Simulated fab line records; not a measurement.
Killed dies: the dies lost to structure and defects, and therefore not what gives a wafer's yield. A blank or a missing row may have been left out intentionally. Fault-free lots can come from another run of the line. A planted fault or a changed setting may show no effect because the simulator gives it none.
fab line records | flow nandHarc
[record] lots = 11 wafers = 33 lastDay = 34
route steps=1302 shown P_GATE@207 P_CONTACT@229 END@1302
lots with no fault: from the same line, run without faults
startH: hours from the record's opening day to when the first of the lot's shown wafers began | waitH: hours from the lot's prior step to this one | " same as the row above | L1.1+2: several wafers, shown together as one row | - value missing, or start not given | * or withheld: withheld | < > ~ a bound
route shown NAME@n: a module of which the file shows steps, and the number in the route of the first | usual: mean/standard deviation of fault-free wafers | same: alike in all rows | chamber/n: place in a boat | sites: each site's reading | _std_site: standard deviation across them | _edge_site: outer sites' mean less inner sites' | radiusMm: for every site, how far away it sits from the centre of the wafer | mask NAME#n: copy n | behind: the most recent tool/chamber to have shaped the wafer | hold: why the lot went on hold/how many hours it stayed there/how the hold came to an end | device: names the non-switching transistor (n, p or np) | end of line: the same wafers' tests at the end of the route | step lacking rows: just its recipe | killed: not the wafer's yield, but the dies lost to structure and defects at the first sort | map: a wafer's dies, x killed, . not, _ none there
set.NAME: the run value of the setting; set.NAME@STEP: its run value at that earlier step | model.NAME: the simulator's own value behind a step, which no gauge read
route steps across a sampled set of lots; one table per step, one row per wafer
services: a tool's chamber out of use, with start hour (startH, from the record's first day; less than 0 if before it), hours out, and reason
[[steps]]
[step NHARC_P_GATE_RTA_64]
[recipe] tempC = 1050 timeS = 1
[usual] annealTempCMax = 1054.3/1.7 lampPowerPct = 34.4/0.46 lamp_zone_5_pct = 34.4/0.46 lamp_zone_6_pct = 34.4/0.46 wafer_temp_C_max = 1056.4/2.6
// columns lot.wafer tool chamber startH waitH annealTempCMax lampPowerPct lamp_zone_5_pct lamp_zone_6_pct wafer_temp_C_max
L644.2 rtpAnneal-01 0 130.16 - 1055.4 33.9 33.9 33.7 1058.3
L644.3 " 0 " " 1055.2 33.8 33.8 33.7 1056.4
L644.4 " 0 " " 1054.9 33.8 33.9 33.8 1059.2
L645.2 rtpAnneal-01 0 143.02 - 1054.2 33.8 33.8 33.8 1061.7
L645.3 " 0 " " 1054.8 33.9 33.8 33.8 1057.5
L645.6 " 0 " " 1056.1 33.8 33.8 33.8 1059.1
L646.1 rtpAnneal-02 0 148.36 - 1052.8 34.7 34.8 34.8 1056.1
L646.5 " 0 " " 1052.2 34.9 34.7 34.7 1053.7
L646.6 " 0 " " 1052.1 34.8 34.8 34.8 1055.8
L647.1 rtpAnneal-01 0 154.97 - 1056.0 33.8 33.8 33.7 1057.8
L647.4 " 0 " " 1054.1 33.9 33.8 33.8 1056.7
L647.6 " 0 " " 1056.5 33.9 33.8 33.8 1058.9
L648.1 rtpAnneal-02 0 163.07 - 1052.9 34.8 34.7 34.7 1054.7
L648.4 " 0 " " 1053.7 34.7 34.8 34.8 1055.0
L648.5 " 0 " " 1052.5 34.8 34.7 34.7 1053.5
L651.2 rtpAnneal-02 0 198.99 - 1053.2 34.7 34.7 34.7 1054.4
L651.4 " 0 " " 1052.9 34.7 34.7 34.6 1055.1
L651.5 " 0 " " 1052.3 34.7 34.7 34.7 1053.6
L652.2 rtpAnneal-01 0 203.42 - 1057.6 33.8 33.8 33.7 1061.9
L652.5 " 0 " " 1053.9 33.8 33.8 33.8 1060.6
L652.6 " 0 " " 1055.5 33.8 33.9 33.7 1064.5
L661.2 rtpAnneal-02 0 300.86 - 1053.6 34.8 34.8 34.8 1054.4
L661.3 " 0 " " 1053.4 34.8 34.9 34.8 1053.6
L661.5 " 0 " " 1053.7 34.8 34.8 34.7 1054.8
L664.4 rtpAnneal-02 0 328.01 - 1052.5 34.8 34.8 34.8 1053.4
L664.5 " 0 " " 1052.4 34.8 34.8 34.7 1055.4
L664.6 " 0 " " 1053.1 34.9 34.8 34.7 1054.4
L665.3 rtpAnneal-02 0 332.08 - 1052.8 34.8 34.8 34.7 1054.0
L665.4 " 0 " " 1054.8 34.8 34.8 34.7 1055.2
L665.6 " 0 " " 1054.9 34.8 34.8 34.8 1054.8
L666.1 rtpAnneal-01 0 343.39 - 1055.8 33.9 33.8 33.7 1060.0
L666.4 " 0 " " 1054.9 33.8 33.8 33.8 1058.6
L666.6 " 0 " " 1057.5 33.9 33.9 33.8 1057.8
[step NHARC_P_GATE_DEGAS_109]
[recipe] tempC = 300 timeS = 60
[usual] heaterPowerW = 460/46 susceptorTempC = 299.98/0.18
// columns lot.wafer tool chamber startH waitH heaterPowerW susceptorTempC
L644.4 pvdSputter-03 - 130.44 0.1 439 299.83
L644.2 " - " " 392 300.39
L644.3 " - " " 476 299.98
L645.2 pvdSputter-01 - 143.30 0.1 530 300.06
L645.3 " - " " 497 299.94
L645.6 " - " " 545 300.40
L646.1 pvdSputter-03 - 148.68 0.1 500 300.09
L646.6 " - " " 448 299.90
L646.5 " - " " 485 299.71
L647.4 pvdSputter-02 - 155.27 0.1 486 299.89
L647.1 " - " " 427 299.85
L647.6 " - " " 492 300.10
L648.1 pvdSputter-03 - 163.38 0.1 484 300.05
L648.4 " - " " 445 300.06
L648.5 " - " " 379 299.92
L651.4 pvdSputter-02 - 199.27 0.1 498 300.14
L651.2 " - " " 436 299.74
L651.5 " - " " 384 300.01
L652.2 pvdSputter-01 - 203.72 0.1 484 300.01
L652.5 " - " " 423 300.00
L652.6 " - " " 532 299.81
L661.2 pvdSputter-02 - 301.14 0.1 384 300.31
L661.3 " - " " 506 300.00
L661.5 " - " " 383 300.03
L664.4 pvdSputter-01 - 328.23 0.1 457 300.15
L664.6 " - " " 480 300.28
L664.5 " - " " 420 299.75
L665.3 pvdSputter-03 - 332.33 0.1 439 300.05
L665.4 " - " " 495 300.22
L665.6 " - " " 509 300.13
L666.1 pvdSputter-03 - 343.70 0.1 500 300.19
L666.4 " - " " 500 299.86
L666.6 " - " " 498 300.02
[step NHARC_P_CONTACT_EXPOSE_09]
[recipe] na = 1.35 targetCdNm = 90 doseMj = 81.26 maskId = P_CA
[usual] focusOffsetNm = 0.0/0.53
// columns lot.wafer tool chamber startH waitH mask focusOffsetNm
L644.2 arfiScanner-02 0 132.86 - P_CA#0 -0.4
L644.3 " 0 " " P_CA#0 0.5
L644.4 " 0 " " P_CA#0 -0.7
L645.2 arfiScanner-03 0 145.71 - P_CA#0 -0.1
L645.3 " 0 " " P_CA#0 0.8
L645.6 " 0 " " P_CA#0 0.1
L646.1 arfiScanner-03 0 150.95 - P_CA#0 0.4
L646.5 " 0 " " P_CA#0 1.4
L646.6 " 0 " " P_CA#0 0.2
L647.1 arfiScanner-01 0 157.69 - P_CA#0 -0.7
L647.4 " 0 " " P_CA#0 0.8
L647.6 " 0 " " P_CA#0 0.2
L648.1 arfiScanner-03 0 165.81 - P_CA#0 0.2
L648.4 " 0 " " P_CA#0 0.6
L648.5 " 0 " " P_CA#0 0.6
L651.2 arfiScanner-02 0 201.70 - P_CA#0 0.5
L651.4 " 0 " " P_CA#0 0.4
L651.5 " 0 " " P_CA#0 0.7
L652.2 arfiScanner-03 0 206.13 - P_CA_R1#0 -1.1
L652.5 " 0 " " P_CA_R1#0 0.0
L652.6 " 0 " " P_CA_R1#0 0.0
L661.2 arfiScanner-02 0 303.46 - P_CA#0 0.6
L661.3 " 0 " " P_CA#0 0.0
L661.5 " 0 " " P_CA#0 1.4
L664.4 arfiScanner-01 0 330.55 - P_CA#0 0.7
L664.5 " 0 " " P_CA#0 0.1
L664.6 " 0 " " P_CA#0 0.6
L665.3 arfiScanner-02 0 334.77 - P_CA#0 0.1
L665.4 " 0 " " P_CA#0 0.8
L665.6 " 0 " " P_CA#0 -0.5
L666.1 arfiScanner-01 0 346.29 - P_CA#0 0.2
L666.4 " 0 " " P_CA#0 -0.1
L666.6 " 0 " " P_CA#0 -0.3
[step NHARC_P_CONTACT_CD_MEAS_12]
[recipe] targetCdNm = 90 landingEnergyEv = 500
[usual] cdNm = 90.0/0.64
// columns lot.wafer tool chamber startH waitH cdNm
L644.2 cdSem-03 0 133.00 - 90.5
L644.3 " 0 " " 90.1
L644.4 " 0 " " 90.6
L645.2 cdSem-01 0 145.85 - 90.5
L645.3 " 0 " " 90.4
L645.6 " 0 " " 90.2
L646.1 cdSem-02 0 151.09 - 90.1
L646.5 " 0 " " 89.6
L646.6 " 0 " " 89.8
L647.1 cdSem-02 0 157.83 - 90.4
L647.4 " 0 " " 89.4
L647.6 " 0 " " 89.9
L648.1 cdSem-03 0 165.95 - 89.8
L648.4 " 0 " " 88.9
L648.5 " 0 " " 89.3
L651.2 cdSem-02 0 201.84 - 89.3
L651.4 " 0 " " 90.3
L651.5 " 0 " " 89.3
L652.2 cdSem-02 0 206.26 - 98.6
L652.5 " 0 " " 98.7
L652.6 " 0 " " 97.6
L661.2 cdSem-03 0 303.60 - 91.4
L661.3 " 0 " " 90.6
L661.5 " 0 " " 90.2
L664.4 cdSem-03 0 330.68 - 90.3
L664.5 " 0 " " 89.6
L664.6 " 0 " " 90.6
L665.3 cdSem-02 0 334.91 - 90.2
L665.4 " 0 " " 89.8
L665.6 " 0 " " 90.3
L666.1 cdSem-01 0 346.43 - 89.8
L666.4 " 0 " " 90.8
L666.6 " 0 " " 90.2
[step NHARC_P_CONTACT_ETCH_35]
[recipe] targetDepthA = 390 overEtchFrac = 0.3 timeS = 65 ionEnergyEv = 80 cf4FlowSccm = 150 arFlowSccm = 0 rfW = 300 biasW = 100 chemistry = CF4
[usual] drypumpMotorCurrentA = 5.9/0.47 oesProductAu = 0.999/0.009 rfVppV = 151.8/0.98 showerheadPlenumPTorr = 1.81/0.039 throttleValvePct = 13.284/0.009
// columns lot.wafer tool chamber startH waitH drypumpMotorCurrentA oesProductAu rfHoursCounterH rfVppV showerheadPlenumPTorr throttleValvePct
L644.3 rieDiel-08 2 133.29 0.1 5.4 1.009 2.4 151.4 1.79 13.272
L644.2 " 3 " " 5.5 1.009 2.7 151.6 1.78 13.288
L644.4 " 1 " " 5.9 1.006 - 152.3 1.88 13.278
L645.3 rieDiel-08 1 146.12 0.1 5.9 1.009 3.2 153.4 1.88 13.287
L645.2 " 3 " " 5.5 1.003 3.4 152.4 1.78 13.295
L645.6 " 2 " " 5.4 1.000 - 151.5 1.79 13.293
L646.1 rieDiel-08 3 151.37 0.1 5.6 1.008 3.9 150.8 1.78 13.288
L646.6 " 2 " " 5.4 1.006 - 152.6 1.79 13.291
L646.5 " 3 " " 5.5 1.005 - 151.2 1.78 13.303
L647.1 rieDiel-13 1 158.12 0.1 5.5 1.002 4.0 152.6 1.83 13.285
L647.6 " 1 " " 5.5 0.994 - 151.4 1.83 13.278
L647.4 " 3 " " 6.1 1.010 - 152.3 1.82 13.275
L648.1 rieDiel-08 3 166.22 0.1 5.5 1.008 4.5 151.6 1.78 13.269
L648.4 " 2 " " 5.4 1.003 4.0 151.5 1.79 13.294
L648.5 " 3 " " 5.5 1.012 - 152.0 1.78 13.288
L651.2 rieDiel-08 1 202.14 0.1 5.9 1.009 0.0 153.4 1.88 13.286
L651.4 " 2 " " 5.4 0.982 - 151.1 1.79 13.281
L651.5 " 1 " " 5.8 0.994 - 153.6 1.88 13.288
L652.2 rieDiel-08 0 206.53 0.1 6.6 1.008 0.0 151.1 1.79 13.275
L652.6 " 0 " " 6.6 1.000 - 152.7 1.79 13.293
L652.5 " 1 " " 5.9 1.018 - 151.7 1.88 13.255
L661.2 rieDiel-13 1 303.87 0.1 5.5 0.986 3.0 152.6 1.83 13.282
L661.3 " 0 " " 6.5 0.983 3.7 152.6 1.78 13.294
L661.5 " 1 " " 5.5 0.983 - 151.9 1.83 13.284
L664.4 rieDiel-08 3 330.95 0.1 5.5 0.994 3.6 150.6 1.78 13.278
L664.6 " 2 " " 5.4 1.013 - 150.4 1.79 13.278
L664.5 " 3 " " 5.5 0.986 - 151.9 1.78 13.283
L665.4 rieDiel-13 3 335.17 0.1 6.1 1.004 4.9 153.5 1.82 13.285
L665.3 " 0 " " 6.4 0.994 4.7 149.6 1.78 13.271
L665.6 " 0 " " 6.5 0.996 - 150.3 1.78 13.277
L666.1 rieDiel-10 2 346.71 0.1 6.6 1.008 4.6 150.9 1.88 13.285
L666.4 " 3 " " 5.1 0.998 3.3 149.8 1.73 13.281
L666.6 " 1 " " 6.5 1.012 - 151.5 1.84 13.298
[step NHARC_P_CONTACT_CD_MEAS_19]
[usual] cdNm = 89.7/1.7
// columns lot.wafer tool chamber startH waitH cdNm
L644.2 cdSem-02 - 134.21 - 92.6
L644.3 " - " " 89.5
L644.4 " - " " 91.0
L645.2 cdSem-01 - 146.91 - 88.1
L645.3 " - " " 92.0
L645.6 " - " " 90.7
L646.1 cdSem-02 - 152.14 - 89.9
L646.5 " - " " 89.1
L646.6 " - " " 89.9
L647.1 cdSem-01 - 159.04 - 88.5
L647.4 " - " " 86.8
L647.6 " - " " 85.9
L648.1 cdSem-03 - 167.00 - 90.6
L648.4 " - " " 89.9
L648.5 " - " " 89.7
L651.2 cdSem-01 - 203.04 - 87.4
L651.4 " - " " 89.5
L651.5 " - " " 90.8
L652.2 cdSem-02 - 207.32 - 99.7
L652.5 " - " " 98.9
L652.6 " - " " 100.6
L661.2 cdSem-02 - 304.65 - 90.8
L661.3 " - " " 91.0
L661.5 " - " " 88.7
L664.4 cdSem-03 - 331.74 - 87.6
L664.5 " - " " 89.8
L664.6 " - " " 88.5
L665.3 cdSem-02 - 335.96 - 89.6
L665.4 " - " " 88.7
L665.6 " - " " 88.7
L666.1 cdSem-01 - 347.49 - 91.7
L666.4 " - " " 89.5
L666.6 " - " " 90.2
[step NHARC_END_SORT_01]
[recipe] tempC = 25
[usual] killedAtArray = 58/20 killedAtOther = 0.8/1 killedAtPeriphery = 4.6/2.8 killedDies = 63/19 killedOpen = 3.4/2 killedShort = 2.4/1.8
[same] grossDies = 677
// columns lot.wafer tool chamber startH waitH killedAtArray killedAtOther killedAtPeriphery killedDies killedOpen killedShort
L652.2 prober-02 0 656.43 2.8 47 2 7 56 5 1
L652.5 prober-02 0 658.83 3.7 59 1 6 66 2 0
L652.6 prober-02 0 659.64 4.0 47 1 8 56 1 2
// killed by level:class
L652.2 A_SLIT:chamberFilmFlake=24 A_CHANNEL_HOLE_D2:chamberFilmFlake=14 P_CONTACT:chamberFilmFlake=4 P_CONTACT:areaExpose=2 A_DECK1_JOINT:geometricParticle:open=1 A_ONON_D2:geometricParticle:open=1 A_CHANNEL_FILL_D2:geometricParticle:open=1 A_CONTACT:geometricParticle:open=1
L652.5 A_SLIT:chamberFilmFlake=41 A_CHANNEL_HOLE_D2:chamberFilmFlake=12 P_CONTACT:areaExpose=3 A_CHANNEL_HOLE_D1:chamberFilmFlake=2 A_DECK1_JOINT:chamberFilmFlake=2 P_M0:geometricParticle:open=1 A_M0:geometricParticle:open=1 P_ZERO_WELL:chamberFilmFlake=1
L652.6 A_SLIT:chamberFilmFlake=27 A_CHANNEL_HOLE_D2:chamberFilmFlake=16 P_CONTACT:chamberFilmFlake=3 P_CONTACT:areaExpose=3 P_M0:geometricParticle:short=1 P_M1:geometricParticle:open=1 A_BLC:geometricParticle:short=1 A_DECK1_JOINT:chamberFilmFlake=1
[[services]]
// columns tool chamber startH hours kind
rieDiel-08 3 111.71 4.1 repair
rieDiel-08 0 129.75 7.4 repair
arfiScanner-01 - 138.66 0.5 repair
arfiScanner-02 - 143.41 4.0 pm
rieDiel-13 0 153.55 8.5 repair
rieDiel-13 - 165.03 9.0 pm
arfiScanner-01 - 165.67 1.7 repair
pvdSputter-03 - 170.00 10.0 pm
rieDiel-08 - 190.80 9.0 pm
arfiScanner-03 - 196.00 4.0 pm
rieDiel-08 0 201.78 3.5 repair
rieDiel-08 - 210.47 1.5 repair
rieDiel-13 1 219.86 3.0 repair
rieDiel-08 3 223.95 6.8 repair
pvdSputter-01 - 226.00 10.0 pm
arfiScanner-01 - 252.00 4.0 pm
arfiScanner-03 - 257.95 1.2 repair
rieDiel-08 1 263.95 4.3 repair
pvdSputter-01 - 269.80 2.5 repair
arfiScanner-03 - 280.79 0.5 repair
arfiScanner-03 - 292.06 6.0 repair
arfiScanner-03 - 309.75 8.1 repair
arfiScanner-02 - 315.41 4.0 pm
arfiScanner-03 - 324.63 2.6 repair
[[key]]
[firstSign] step = NHARC_P_CONTACT_EXPOSE_09 reading = mask direction = changed
[effect] step = NHARC_P_CONTACT_CD_MEAS_12 reading = cdNm direction = up sigmas = 13 usual = 90.0 struck = 98.3
[effect] step = NHARC_P_CONTACT_CD_MEAS_19 reading = cdNm direction = up sigmas = 5.9 usual = 89.7 struck = 99.7
metAt NHARC_P_CONTACT_EXPOSE_09
struckLots L652
testerLeftOut L652
notActingAt NHARC_P_GATE_RTA_64,NHARC_P_GATE_DEGAS_109,NHARC_P_CONTACT_ETCH_35
onsetBetween 165.81 206.13
[fault] kind = wrongMask tool = any chamber = - onsetH = 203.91 steps = NHARC_P_CONTACT_EXPOSE_09 auxCopy = P_CA_R1#0 cdOffsetNm = 8.9758 scope = struckLotsOnly
// testerLeftOut: of these lots the tester's yield and bins aren't shown, on N5 and GAA mostly nor the transistor test; their killed dies are dies lost to structure and defects alone, not to doping, threshold or leakage, so they don't give the yield
